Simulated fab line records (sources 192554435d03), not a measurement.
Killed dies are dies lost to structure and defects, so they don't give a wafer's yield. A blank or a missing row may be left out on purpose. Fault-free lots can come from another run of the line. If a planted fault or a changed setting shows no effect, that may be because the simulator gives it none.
fab line records | flow n5Finfet
record lots=24 | wafers=72 | lastDay=19
route steps=1938 shown BEOL_M12@1634 BEOL_M13@1698 BEOL_M14@1716
lots untouched by any fault: they come from a run of this same line in which no faults occurred
startH: start of the lot's first displayed wafer, in hours after the record's first day | waitH: hours elapsed since this lot's preceding step | " unchanged from the row above | L1.1+2: a single row standing in for several wafers | - no value, or no start was given | * or withheld: withheld | < > ~ a bound
route shown NAME@n: NAME is a module with steps in the file, n the number in the route of the first one | usual: mean and standard deviation over wafers with no fault | same: alike in all rows | chamber/n: place in a boat | sites: readings site by site | _std_site: how widely they spread, as a standard deviation | _edge_site: outer sites' mean less inner sites' | radiusMm: for every site, how far away it sits from the centre of the wafer | mask NAME#n: copy n | behind: tool/chamber where the wafer was last shaped | hold: why the lot went on hold/how many hours it stayed there/how the hold came to an end | device: the transistor (n, p or np) that didn't switch | end of line: the tests these same wafers got at the end of their route | where a step has no rows: the recipe by itself | killed: dies that structure and defects cost at the first sort, which is not the same as the wafer's yield | map: the dies of a wafer, with x for killed, . for not killed, _ for no die there
set.NAME: the setting as run; set.NAME@STEP: as run at that earlier step | model.NAME: the simulator's own value behind a step, which no gauge read
route steps across a sampled set of lots; one table per step, one row per wafer
services: the hour from which a tool's chamber was out of use, counted from the record's first day as startH (under 0 if before that day), plus the number of hours and why
## steps
# step N5_BEOL_M12_INSPECT_30
# recipe mode=adi | inspectInstrument=macro
# usual rawDefectCount=2.2/1.5
lot.wafer | tool             | chamber | startH | waitH | rawDefectCount
L075.1    | defectInspect-01 | -       | 251.99 | 0.0   | 2
L075.2    | "                | -       | "      | "     | 1
L075.6    | "                | -       | "      | "     | 6
L074.2    | defectInspect-01 | -       | 259.17 | 0.0   | 2
L074.3    | "                | -       | "      | "     | 0
L074.5    | "                | -       | "      | "     | 1
L076.1    | defectInspect-01 | -       | 266.87 | 0.0   | 1
L076.3    | "                | -       | "      | "     | 3
L076.6    | "                | -       | "      | "     | 1
L080.2    | defectInspect-02 | -       | 279.20 | 0.0   | 4
L080.5    | "                | -       | "      | "     | 2
L080.6    | "                | -       | "      | "     | 4
L078.1    | defectInspect-02 | -       | 283.18 | 0.0   | 3
L078.3    | "                | -       | "      | "     | 2
L078.5    | "                | -       | "      | "     | 6
L077.1    | defectInspect-02 | -       | 284.70 | 0.0   | 4
L077.4    | "                | -       | "      | "     | 2
L077.5    | "                | -       | "      | "     | 1
L079.1    | defectInspect-01 | -       | 292.07 | 0.0   | 3
L079.4    | "                | -       | "      | "     | 1
L079.6    | "                | -       | "      | "     | 3
L081.1    | defectInspect-02 | -       | 308.78 | 0.0   | 2
L081.3    | "                | -       | "      | "     | 1
L081.6    | "                | -       | "      | "     | 4
L082.2    | defectInspect-01 | -       | 310.08 | 0.0   | 1
L082.4    | "                | -       | "      | "     | 2
L082.5    | "                | -       | "      | "     | 1
L083.1    | defectInspect-02 | -       | 325.10 | 0.0   | 2
L083.4    | "                | -       | "      | "     | 1
L083.5    | "                | -       | "      | "     | 1
L084.1    | defectInspect-01 | -       | 327.41 | 0.0   | 2
L084.5    | "                | -       | "      | "     | 1
L084.6    | "                | -       | "      | "     | 2
L086.1    | defectInspect-02 | -       | 344.75 | 0.0   | 4
L086.2    | "                | -       | "      | "     | 2
L086.4    | "                | -       | "      | "     | 7
L085.1    | defectInspect-01 | -       | 344.89 | 0.0   | 3
L085.4    | "                | -       | "      | "     | 2
L085.5    | "                | -       | "      | "     | 5
L088.2    | defectInspect-01 | -       | 352.28 | 0.0   | 3
L088.3    | "                | -       | "      | "     | 1
L088.5    | "                | -       | "      | "     | 3
L089.1    | defectInspect-02 | -       | 360.02 | 0.0   | 2
L089.3    | "                | -       | "      | "     | 0
L089.4    | "                | -       | "      | "     | 2
L087.1    | defectInspect-01 | -       | 362.79 | 0.0   | 1
L087.5    | "                | -       | "      | "     | 1
L087.6    | "                | -       | "      | "     | 0
L093.2    | defectInspect-02 | -       | 365.58 | 0.0   | 4
L093.3    | "                | -       | "      | "     | 2
L093.5    | "                | -       | "      | "     | 2
L091.1    | defectInspect-01 | -       | 373.88 | 0.0   | 4
L091.2    | "                | -       | "      | "     | 4
L091.4    | "                | -       | "      | "     | 3
L090.4    | defectInspect-02 | -       | 378.20 | 0.0   | 1
L090.5    | "                | -       | "      | "     | 3
L090.6    | "                | -       | "      | "     | 0
L092.4    | defectInspect-01 | -       | 384.88 | 0.0   | 4
L092.5    | "                | -       | "      | "     | 4
L092.6    | "                | -       | "      | "     | 3
L094.1    | defectInspect-02 | -       | 385.18 | 0.0   | 2
L094.2    | "                | -       | "      | "     | 3
L094.3    | "                | -       | "      | "     | 4
L095.1    | defectInspect-02 | -       | 385.65 | 0.0   | 1
L095.3    | "                | -       | "      | "     | 1
L095.5    | "                | -       | "      | "     | 0
L096.1    | defectInspect-02 | -       | 410.71 | 0.0   | 4
L096.5    | "                | -       | "      | "     | 3
L096.6    | "                | -       | "      | "     | 4
L097.1    | defectInspect-01 | -       | 429.92 | 0.0   | 2
L097.3    | "                | -       | "      | "     | 1
L097.5    | "                | -       | "      | "     | 1
# step N5_BEOL_M12_SPUTTER_44
# recipe material=Ta | targetThkA=100 | tempC=50 | biasV=80 | powerW=15000 | chamberPressurePa=0.07 | timeS=16.13
# usual biasV=79.9/0.82 | throttleValvePct=30.6/1.3
lot.wafer | tool          | chamber | startH | waitH | biasV | throttleValvePct
L075.1    | pvdSputter-03 | -       | 254.78 | 0.0   | 80.6  | 29.2
L075.2    | "             | -       | "      | "     | 79.6  | 28.9
L075.6    | "             | -       | "      | "     | 79.2  | 30.8
L074.2    | pvdSputter-02 | -       | 262.02 | 0.0   | 80.5  | 28.4
L074.3    | "             | -       | "      | "     | 80.2  | 29.3
L074.5    | "             | -       | "      | "     | 80.1  | 29.4
L076.1    | pvdSputter-01 | -       | 268.78 | 0.0   | 77.9  | 31.6
L076.3    | "             | -       | "      | "     | 79.1  | 29.6
L076.6    | "             | -       | "      | "     | 81.1  | 33.0
L080.2    | pvdSputter-03 | -       | 282.59 | 0.0   | 80.3  | 30.0
L080.5    | "             | -       | "      | "     | 80.5  | 29.0
L080.6    | "             | -       | "      | "     | 80.0  | 30.1
L078.1    | pvdSputter-03 | -       | 286.07 | 0.0   | 78.2  | 30.0
L078.3    | "             | -       | "      | "     | 81.2  | 30.9
L078.5    | "             | -       | "      | "     | 80.7  | 30.3
L077.1    | pvdSputter-03 | -       | 288.49 | 0.0   | 79.1  | 29.6
L077.4    | "             | -       | "      | "     | 79.5  | 29.1
L077.5    | "             | -       | "      | "     | 78.6  | 29.3
L079.1    | pvdSputter-01 | -       | 295.31 | 0.0   | 80.6  | 31.7
L079.4    | "             | -       | "      | "     | 79.3  | 33.0
L079.6    | "             | -       | "      | "     | 79.1  | 32.9
L081.1    | pvdSputter-01 | -       | 314.66 | 0.0   | 80.4  | 31.7
L081.3    | "             | -       | "      | "     | 78.8  | 29.9
L081.6    | "             | -       | "      | "     | 79.7  | 29.8
L082.2    | pvdSputter-03 | -       | 315.45 | 0.0   | 79.9  | 29.2
L082.4    | "             | -       | "      | "     | 79.2  | 31.1
L082.5    | "             | -       | "      | "     | 80.7  | 29.1
L083.1    | pvdSputter-01 | -       | 326.58 | 0.0   | 80.4  | 31.5
L083.4    | "             | -       | "      | "     | 79.8  | 33.0
L083.5    | "             | -       | "      | "     | 80.2  | 29.8
L084.1    | pvdSputter-01 | -       | 330.70 | 0.0   | 81.4  | 30.9
L084.5    | "             | -       | "      | "     | 80.4  | 30.8
L084.6    | "             | -       | "      | "     | 79.2  | 29.7
L086.1    | pvdSputter-01 | -       | 346.91 | 0.0   | 80.8  | 29.7
L086.2    | "             | -       | "      | "     | 78.7  | 31.6
L086.4    | "             | -       | "      | "     | 79.7  | 33.3
L085.1    | pvdSputter-01 | -       | 347.35 | 0.0   | 79.7  | 29.7
L085.4    | "             | -       | "      | "     | 81.4  | 31.4
L085.5    | "             | -       | "      | "     | 80.5  | 33.0
L088.2    | pvdSputter-01 | -       | 356.73 | 0.0   | 80.6  | 31.4
L088.3    | "             | -       | "      | "     | 80.8  | 30.8
L088.5    | "             | -       | "      | "     | 80.9  | 33.2
L089.1    | pvdSputter-02 | -       | 362.15 | 0.0   | 81.6  | 28.5
L089.3    | "             | -       | "      | "     | 78.8  | 29.7
L089.4    | "             | -       | "      | "     | 78.7  | 31.6
L087.1    | pvdSputter-01 | -       | 365.26 | 0.0   | 79.2  | 30.7
L087.5    | "             | -       | "      | "     | 79.9  | 32.6
L087.6    | "             | -       | "      | "     | 81.2  | 31.8
L093.2    | pvdSputter-03 | -       | 371.75 | 0.0   | 81.0  | 28.9
L093.3    | "             | -       | "      | "     | 79.7  | 30.8
L093.5    | "             | -       | "      | "     | 79.3  | 29.2
L091.1    | pvdSputter-01 | -       | 375.51 | 0.0   | 80.5  | 29.8
L091.2    | "             | -       | "      | "     | 78.7  | 31.4
L091.4    | "             | -       | "      | "     | 80.4  | 33.0
L090.4    | pvdSputter-02 | -       | 383.92 | 0.0   | 80.0  | 31.6
L090.5    | "             | -       | "      | "     | 80.2  | 31.5
L090.6    | "             | -       | "      | "     | 79.4  | 29.5
L092.4    | pvdSputter-02 | -       | 391.75 | 0.0   | 80.9  | 29.1
L092.5    | "             | -       | "      | "     | 79.6  | 31.8
L092.6    | "             | -       | "      | "     | 80.5  | 28.4
L094.1    | pvdSputter-03 | -       | 392.15 | 0.0   | 79.7  | 29.1
L094.2    | "             | -       | "      | "     | 78.7  | 28.9
L094.3    | "             | -       | "      | "     | 79.9  | 30.2
L095.1    | pvdSputter-01 | -       | 393.05 | 0.0   | 78.0  | 29.8
L095.3    | "             | -       | "      | "     | 80.4  | 31.8
L095.5    | "             | -       | "      | "     | 78.9  | 29.6
L096.1    | pvdSputter-02 | -       | 414.54 | 0.0   | 79.4  | 29.3
L096.5    | "             | -       | "      | "     | 79.2  | 31.5
L096.6    | "             | -       | "      | "     | 79.8  | 28.4
L097.1    | pvdSputter-01 | -       | 431.39 | 0.0   | 80.5  | 30.7
L097.3    | "             | -       | "      | "     | 79.4  | 29.7
L097.5    | "             | -       | "      | "     | 79.9  | 31.4
# step N5_BEOL_M13_OCD_MEAS_35
# usual trenchDepthNm=411/7.1
lot.wafer | tool   | chamber | startH | waitH | trenchDepthNm
L075.1    | ocd-01 | -       | 258.11 | 0.0   | 418
L075.2    | "      | -       | "      | "     | 407
L075.6    | "      | -       | "      | "     | 406
L074.2    | ocd-02 | -       | 265.35 | 0.0   | 406
L074.3    | "      | -       | "      | "     | 413
L074.5    | "      | -       | "      | "     | 404
L076.1    | ocd-01 | -       | 272.13 | 0.0   | 417
L076.3    | "      | -       | "      | "     | 407
L076.6    | "      | -       | "      | "     | 413
L080.2    | ocd-02 | -       | 286.10 | 0.0   | 407
L080.5    | "      | -       | "      | "     | 416
L080.6    | "      | -       | "      | "     | 423
L078.1    | ocd-02 | -       | 289.38 | 0.0   | 408
L078.3    | "      | -       | "      | "     | 426
L078.5    | "      | -       | "      | "     | 402
L077.1    | ocd-02 | -       | 291.80 | 0.0   | 406
L077.4    | "      | -       | "      | "     | 418
L077.5    | "      | -       | "      | "     | 414
L079.1    | ocd-02 | -       | 299.29 | 0.0   | 406
L079.4    | "      | -       | "      | "     | 418
L079.6    | "      | -       | "      | "     | 404
L081.1    | ocd-02 | -       | 318.23 | 0.0   | 409
L081.3    | "      | -       | "      | "     | 425
L081.6    | "      | -       | "      | "     | 421
L082.2    | ocd-02 | -       | 319.47 | 0.0   | 407
L082.4    | "      | -       | "      | "     | 410
L082.5    | "      | -       | "      | "     | 414
L083.1    | ocd-02 | -       | 329.77 | 0.0   | 408
L083.4    | "      | -       | "      | "     | 398
L083.5    | "      | -       | "      | "     | 408
L084.1    | ocd-02 | -       | 334.63 | 0.0   | 404
L084.5    | "      | -       | "      | "     | 404
L084.6    | "      | -       | "      | "     | 412
L086.1    | ocd-02 | -       | 350.25 | 0.0   | 414
L086.2    | "      | -       | "      | "     | 409
L086.4    | "      | -       | "      | "     | 402
L085.1    | ocd-02 | -       | 350.56 | 0.0   | 407
L085.4    | "      | -       | "      | "     | 400
L085.5    | "      | -       | "      | "     | 412
L088.2    | ocd-01 | -       | 360.28 | 0.0   | 408
L088.3    | "      | -       | "      | "     | 414
L088.5    | "      | -       | "      | "     | 414
L089.1    | ocd-01 | -       | 365.96 | 0.0   | 412
L089.3    | "      | -       | "      | "     | 426
L089.4    | "      | -       | "      | "     | 414
L087.1    | ocd-01 | -       | 368.51 | 0.0   | 423
L087.5    | "      | -       | "      | "     | 401
L087.6    | "      | -       | "      | "     | 423
L093.2    | ocd-01 | -       | 375.07 | 0.0   | 417
L093.3    | "      | -       | "      | "     | 416
L093.5    | "      | -       | "      | "     | 415
L091.1    | ocd-02 | -       | 378.69 | 0.0   | 412
L091.2    | "      | -       | "      | "     | 411
L091.4    | "      | -       | "      | "     | 413
L090.4    | ocd-02 | -       | 387.29 | 0.0   | 406
L090.5    | "      | -       | "      | "     | 404
L090.6    | "      | -       | "      | "     | 420
L092.4    | ocd-01 | -       | 395.67 | 0.0   | 401
L092.5    | "      | -       | "      | "     | 401
L092.6    | "      | -       | "      | "     | 418
L094.1    | ocd-02 | -       | 396.72 | 0.0   | 414
L094.2    | "      | -       | "      | "     | 417
L094.3    | "      | -       | "      | "     | 415
L095.1    | ocd-01 | -       | 397.11 | 0.0   | 417
L095.3    | "      | -       | "      | "     | 411
L095.5    | "      | -       | "      | "     | 413
L096.1    | ocd-01 | -       | 417.72 | 0.0   | 410
L096.5    | "      | -       | "      | "     | 407
L096.6    | "      | -       | "      | "     | 412
L097.1    | ocd-01 | -       | 434.92 | 0.0   | 418
L097.3    | "      | -       | "      | "     | 414
L097.5    | "      | -       | "      | "     | 417
# step N5_BEOL_M13_INSPECT_55
# recipe inspectInstrument=darkfield | mode=postDep
# usual rawDefectCount=75/27
lot.wafer | tool             | chamber | startH | waitH | rawDefectCount
L075.1    | defectInspect-01 | -       | 260.63 | 0.0   | 53
L075.2    | "                | -       | "      | "     | 90
L075.6    | "                | -       | "      | "     | 62
L074.2    | defectInspect-02 | -       | 269.43 | 0.0   | 64
L074.3    | "                | -       | "      | "     | 67
L074.5    | "                | -       | "      | "     | 74
L076.1    | defectInspect-01 | -       | 277.84 | 0.0   | 75
L076.3    | "                | -       | "      | "     | 99
L076.6    | "                | -       | "      | "     | 67
L080.2    | defectInspect-01 | -       | 288.42 | 0.0   | 77
L080.5    | "                | -       | "      | "     | 68
L080.6    | "                | -       | "      | "     | 67
L078.1    | defectInspect-02 | -       | 295.91 | 0.0   | 64
L078.3    | "                | -       | "      | "     | 44
L078.5    | "                | -       | "      | "     | 66
L077.1    | defectInspect-01 | -       | 296.18 | 0.0   | 53
L077.4    | "                | -       | "      | "     | 49
L077.5    | "                | -       | "      | "     | 93
L079.1    | defectInspect-02 | -       | 305.88 | 0.0   | 89
L079.4    | "                | -       | "      | "     | 97
L079.6    | "                | -       | "      | "     | 88
L081.1    | defectInspect-01 | -       | 320.75 | 0.0   | 57
L081.3    | "                | -       | "      | "     | 39
L081.6    | "                | -       | "      | "     | 66
L082.2    | defectInspect-02 | -       | 324.49 | 0.0   | 72
L082.4    | "                | -       | "      | "     | 80
L082.5    | "                | -       | "      | "     | 86
L083.1    | defectInspect-02 | -       | 333.92 | 0.0   | 65
L083.4    | "                | -       | "      | "     | 68
L083.5    | "                | -       | "      | "     | 53
L084.1    | defectInspect-01 | -       | 337.69 | 0.0   | 80
L084.5    | "                | -       | "      | "     | 81
L084.6    | "                | -       | "      | "     | 104
L086.1    | defectInspect-01 | -       | 351.83 | 0.0   | 70
L086.2    | "                | -       | "      | "     | 97
L086.4    | "                | -       | "      | "     | 100
L085.1    | defectInspect-01 | -       | 357.32 | 0.0   | 113
L085.4    | "                | -       | "      | "     | 93
L085.5    | "                | -       | "      | "     | 210
L088.2    | defectInspect-02 | -       | 363.24 | 0.0   | 60
L088.3    | "                | -       | "      | "     | 49
L088.5    | "                | -       | "      | "     | 67
L089.1    | defectInspect-01 | -       | 373.29 | 0.0   | 81
L089.3    | "                | -       | "      | "     | 100
L089.4    | "                | -       | "      | "     | 86
L087.1    | defectInspect-01 | -       | 374.32 | 0.0   | 125
L087.5    | "                | -       | "      | "     | 55
L087.6    | "                | -       | "      | "     | 122
L093.2    | defectInspect-01 | -       | 376.87 | 0.0   | 90
L093.3    | "                | -       | "      | "     | 102
L093.5    | "                | -       | "      | "     | 67
L091.1    | defectInspect-01 | -       | 381.67 | 0.0   | 41
L091.2    | "                | -       | "      | "     | 60
L091.4    | "                | -       | "      | "     | 47
L090.4    | defectInspect-02 | -       | 393.96 | 0.0   | 36
L090.5    | "                | -       | "      | "     | 65
L090.6    | "                | -       | "      | "     | 90
L092.4    | defectInspect-02 | -       | 397.78 | 0.0   | 60
L092.5    | "                | -       | "      | "     | 54
L092.6    | "                | -       | "      | "     | 34
L094.1    | defectInspect-01 | -       | 400.81 | 0.0   | 95
L094.2    | "                | -       | "      | "     | 92
L094.3    | "                | -       | "      | "     | 84
L095.1    | defectInspect-02 | -       | 401.49 | 0.0   | 39
L095.3    | "                | -       | "      | "     | 51
L095.5    | "                | -       | "      | "     | 55
L096.1    | defectInspect-02 | -       | 420.36 | 0.0   | 90
L096.5    | "                | -       | "      | "     | 56
L096.6    | "                | -       | "      | "     | 63
L097.1    | defectInspect-02 | -       | 437.36 | 0.0   | 91
L097.3    | "                | -       | "      | "     | 65
L097.5    | "                | -       | "      | "     | 68
# step N5_BEOL_M14_ILD_DEP_00
# recipe material=SiO2 | targetThkA=11193 | tempC=400 | precursor=TEOS/O2 | pressureTorr=6.5 | rfW=900 | teosFlowSccm=161.4 | gas=O2 | flowSccm=2650 | timeS=237.4
# usual heaterPowerW=570/99 | showerheadPlenumPTorr=8.33/0.045 | throttleValvePct=18.3/0.56
lot.wafer | tool     | chamber | startH | waitH | heaterPowerW | showerheadPlenumPTorr | throttleValvePct
L075.1    | pecvd-01 | 2       | 260.67 | 0.0   | 387          | 8.29                  | 18.1
L075.2    | "        | 0       | "      | "     | 700          | 8.40                  | 16.8
L075.6    | "        | 1       | "      | "     | 425          | 8.35                  | 19.0
L074.2    | pecvd-01 | 1       | 269.47 | 0.0   | 544          | 8.32                  | 19.2
L074.3    | "        | 0       | "      | "     | 655          | 8.39                  | 16.7
L074.5    | "        | 2       | "      | "     | 493          | 8.32                  | 18.4
L076.1    | pecvd-01 | 1       | 277.87 | 0.0   | 448          | 8.32                  | 19.1
L076.3    | "        | 0       | "      | "     | 689          | 8.41                  | 17.0
L076.6    | "        | 2       | "      | "     | 476          | 8.28                  | 18.0
L080.2    | pecvd-03 | 2       | 288.46 | 0.0   | 629          | 8.24                  | 18.5
L080.5    | "        | 2       | "      | "     | 606          | 8.25                  | 18.1
L080.6    | "        | 0       | "      | "     | 393          | 8.29                  | 18.2
L078.1    | pecvd-03 | 0       | 295.95 | 0.0   | 460          | 8.30                  | 18.0
L078.3    | "        | 1       | "      | "     | 749          | 8.32                  | 18.5
L078.5    | "        | 2       | "      | "     | 512          | 8.27                  | 18.5
L077.1    | pecvd-01 | 1       | 296.22 | 0.0   | 563          | 8.30                  | 19.0
L077.4    | "        | 0       | "      | "     | 539          | 8.41                  | 16.8
L077.5    | "        | 2       | "      | "     | 515          | 8.31                  | 18.3
L079.1    | pecvd-01 | 1       | 305.92 | 0.0   | 522          | 8.33                  | 19.1
L079.4    | "        | 2       | "      | "     | 513          | 8.29                  | 18.3
L079.6    | "        | 1       | "      | "     | 562          | 8.31                  | 19.0
L081.1    | pecvd-02 | 1       | 320.78 | 0.0   | 417          | 8.34                  | 18.0
L081.3    | "        | 2       | "      | "     | 715          | 8.38                  | 17.9
L081.6    | "        | 1       | "      | "     | 506          | 8.35                  | 18.2
L082.2    | pecvd-03 | 2       | 324.53 | 0.0   | 545          | 8.24                  | 18.2
L082.4    | "        | 1       | "      | "     | 741          | 8.33                  | 18.4
L082.5    | "        | 0       | "      | "     | 528          | 8.32                  | 18.2
L083.1    | pecvd-02 | 2       | 333.95 | 0.0   | 587          | 8.39                  | 18.2
L083.4    | "        | 2       | "      | "     | 676          | 8.37                  | 18.1
L083.5    | "        | 0       | "      | "     | 500          | 8.32                  | 18.5
L084.1    | pecvd-02 | 2       | 337.72 | 0.0   | 622          | 8.37                  | 18.2
L084.5    | "        | 2       | "      | "     | 701          | 8.40                  | 18.1
L084.6    | "        | 1       | "      | "     | 410          | 8.35                  | 18.3
L086.1    | pecvd-01 | 2       | 351.86 | 0.0   | 507          | 8.31                  | 18.1
L086.2    | "        | 0       | "      | "     | 692          | 8.42                  | 17.2
L086.4    | "        | 0       | "      | "     | 533          | 8.42                  | 16.9
L085.1    | pecvd-03 | 1       | 357.35 | 0.0   | 751          | 8.32                  | 18.6
L085.4    | "        | 2       | "      | "     | 514          | 8.24                  | 18.7
L085.5    | "        | 0       | "      | "     | 527          | 8.30                  | 18.3
L088.2    | pecvd-03 | 2       | 363.28 | 0.0   | 664          | 8.24                  | 18.2
L088.3    | "        | 0       | "      | "     | 458          | 8.32                  | 18.3
L088.5    | "        | 0       | "      | "     | 528          | 8.32                  | 17.9
L089.1    | pecvd-02 | 2       | 373.33 | 0.0   | 613          | 8.37                  | 18.1
L089.3    | "        | 0       | "      | "     | 619          | 8.35                  | 18.4
L089.4    | "        | 2       | "      | "     | 707          | 8.35                  | 18.3
L087.1    | pecvd-01 | 1       | 374.36 | 0.0   | 500          | 8.34                  | 19.3
L087.5    | "        | 1       | "      | "     | 546          | 8.32                  | 19.3
L087.6    | "        | 2       | "      | "     | 380          | 8.30                  | 18.4
L093.2    | pecvd-01 | 0       | 376.90 | 0.0   | 623          | 8.41                  | 17.0
L093.3    | "        | 2       | "      | "     | 431          | 8.31                  | 18.4
L093.5    | "        | 1       | "      | "     | 427          | 8.32                  | 19.2
L091.1    | pecvd-02 | 0       | 381.71 | 0.0   | 514          | 8.32                  | 18.7
L091.2    | "        | 2       | "      | "     | 714          | 8.35                  | 18.3
L091.4    | "        | 0       | "      | "     | 584          | 8.35                  | 18.9
L090.4    | pecvd-02 | 2       | 394.07 | 0.1   | 584          | 8.38                  | 18.1
L090.5    | "        | 0       | "      | "     | 650          | 8.35                  | 18.7
L090.6    | "        | 2       | "      | "     | 683          | 8.38                  | 18.2
L092.4    | pecvd-02 | 0       | 397.90 | 0.1   | 512          | 8.35                  | 18.6
L092.5    | "        | 2       | "      | "     | 732          | 8.38                  | 18.4
L092.6    | "        | 0       | "      | "     | 607          | 8.36                  | 18.8
L094.1    | pecvd-03 | 1       | 400.86 | 0.1   | 678          | 8.33                  | 18.4
L094.2    | "        | 2       | "      | "     | 621          | 8.27                  | 18.6
L094.3    | "        | 0       | "      | "     | 472          | 8.32                  | 18.1
L095.1    | pecvd-03 | 2       | 401.53 | 0.0   | 604          | 8.24                  | 18.3
L095.3    | "        | 1       | "      | "     | 774          | 8.33                  | 18.5
L095.5    | "        | 2       | "      | "     | 648          | 8.24                  | 18.2
L096.1    | pecvd-03 | 1       | 420.40 | 0.0   | 700          | 8.34                  | 18.6
L096.5    | "        | 2       | "      | "     | 515          | 8.28                  | 18.7
L096.6    | "        | 0       | "      | "     | 388          | 8.30                  | 18.3
L097.1    | pecvd-03 | 1       | 437.40 | 0.0   | 759          | 8.34                  | 18.3
L097.3    | "        | 0       | "      | "     | 511          | 8.32                  | 18.1
L097.5    | "        | 1       | "      | "     | 589          | 8.34                  | 18.6
# step N5_BEOL_M14_INSPECT_12
# recipe mode=adi | inspectInstrument=macro
# usual rawDefectCount=2.0/1.5
lot.wafer | tool             | chamber | startH | waitH | rawDefectCount
L075.1    | defectInspect-01 | -       | 261.34 | 0.0   | 2
L075.2    | "                | -       | "      | "     | 1
L075.6    | "                | -       | "      | "     | 0
L074.2    | defectInspect-01 | -       | 270.14 | 0.0   | 0
L074.3    | "                | -       | "      | "     | 3
L074.5    | "                | -       | "      | "     | 0
L076.1    | defectInspect-02 | -       | 278.42 | 0.0   | 1
L076.3    | "                | -       | "      | "     | 1
L076.6    | "                | -       | "      | "     | 1
L080.2    | defectInspect-01 | -       | 289.21 | 0.0   | 1
L080.5    | "                | -       | "      | "     | 1
L080.6    | "                | -       | "      | "     | 1
L078.1    | defectInspect-02 | -       | 296.50 | 0.0   | 3
L078.3    | "                | -       | "      | "     | 2
L078.5    | "                | -       | "      | "     | 0
L077.1    | defectInspect-02 | -       | 296.77 | 0.0   | 2
L077.4    | "                | -       | "      | "     | 1
L077.5    | "                | -       | "      | "     | 0
L079.1    | defectInspect-02 | -       | 306.47 | 0.0   | 2
L079.4    | "                | -       | "      | "     | 2
L079.6    | "                | -       | "      | "     | 0
L081.1    | defectInspect-02 | -       | 321.46 | 0.0   | 3
L081.3    | "                | -       | "      | "     | 0
L081.6    | "                | -       | "      | "     | 2
L082.2    | defectInspect-01 | -       | 325.20 | 0.0   | 4
L082.4    | "                | -       | "      | "     | 1
L082.5    | "                | -       | "      | "     | 7
L083.1    | defectInspect-01 | -       | 334.63 | 0.0   | 2
L083.4    | "                | -       | "      | "     | 4
L083.5    | "                | -       | "      | "     | 2
L084.1    | defectInspect-01 | -       | 338.27 | 0.0   | 1
L084.5    | "                | -       | "      | "     | 6
L084.6    | "                | -       | "      | "     | 0
L086.1    | defectInspect-01 | -       | 352.41 | 0.0   | 2
L086.2    | "                | -       | "      | "     | 3
L086.4    | "                | -       | "      | "     | 0
L085.1    | defectInspect-01 | -       | 357.90 | 0.0   | 6
L085.4    | "                | -       | "      | "     | 5
L085.5    | "                | -       | "      | "     | 2
L088.2    | defectInspect-01 | -       | 363.83 | 0.0   | 3
L088.3    | "                | -       | "      | "     | 2
L088.5    | "                | -       | "      | "     | 1
L089.1    | defectInspect-02 | -       | 373.88 | 0.0   | 3
L089.3    | "                | -       | "      | "     | 2
L089.4    | "                | -       | "      | "     | 1
L087.1    | defectInspect-01 | -       | 374.91 | 0.0   | 4
L087.5    | "                | -       | "      | "     | 1
L087.6    | "                | -       | "      | "     | 2
L093.2    | defectInspect-02 | -       | 377.58 | 0.0   | 6
L093.3    | "                | -       | "      | "     | 1
L093.5    | "                | -       | "      | "     | 0
L091.1    | defectInspect-02 | -       | 382.26 | 0.0   | 1
L091.2    | "                | -       | "      | "     | 0
L091.4    | "                | -       | "      | "     | 5
L090.4    | defectInspect-01 | -       | 394.62 | 0.0   | 2
L090.5    | "                | -       | "      | "     | 2
L090.6    | "                | -       | "      | "     | 3
L092.4    | defectInspect-01 | -       | 398.45 | 0.0   | 3
L092.5    | "                | -       | "      | "     | 1
L092.6    | "                | -       | "      | "     | 0
L094.1    | defectInspect-01 | -       | 401.41 | 0.0   | 2
L094.2    | "                | -       | "      | "     | 3
L094.3    | "                | -       | "      | "     | 2
L095.1    | defectInspect-02 | -       | 402.08 | 0.0   | 4
L095.3    | "                | -       | "      | "     | 1
L095.5    | "                | -       | "      | "     | 2
L096.1    | defectInspect-02 | -       | 420.95 | 0.0   | 1
L096.5    | "                | -       | "      | "     | 4
L096.6    | "                | -       | "      | "     | 1
L097.1    | defectInspect-02 | -       | 438.07 | 0.0   | 0
L097.3    | "                | -       | "      | "     | 2
L097.5    | "                | -       | "      | "     | 3
## services
tool          | chamber | startH | hours | kind
pvdSputter-01 | -       | 264.67 | 2.1   | repair
pecvd-03      | 1       | 278.44 | 12.3  | repair
pecvd-02      | -       | 299.94 | 5.5   | pm
pecvd-03      | 0       | 300.65 | 12.7  | repair
pecvd-01      | 0       | 310.77 | 1.8   | repair
pecvd-02      | -       | 323.14 | 0.7   | repair
pecvd-01      | -       | 326.53 | 0.5   | repair
pecvd-01      | -       | 330.65 | 0.3   | repair
pecvd-01      | -       | 332.47 | 1.4   | repair
pecvd-03      | 0       | 338.57 | 5.5   | scheduledDown
pecvd-03      | 0       | 383.19 | 5.0   | scheduledDown
pecvd-01      | 2       | 383.35 | 2.1   | scheduledDown
pecvd-02      | 1       | 383.62 | -     | clean
pecvd-02      | 1       | 383.62 | -     | consumableReplace:showerhead
pecvd-02      | 1       | 383.62 | 29.0  | scheduledDown
pecvd-02      | 1       | 383.62 | 29.0  | ventCycle
pecvd-01      | 2       | 386.49 | 5.5   | scheduledDown
pecvd-03      | 1       | 392.58 | 5.5   | scheduledDown
pecvd-01      | 1       | 428.77 | 2.4   | repair
## key
fault none
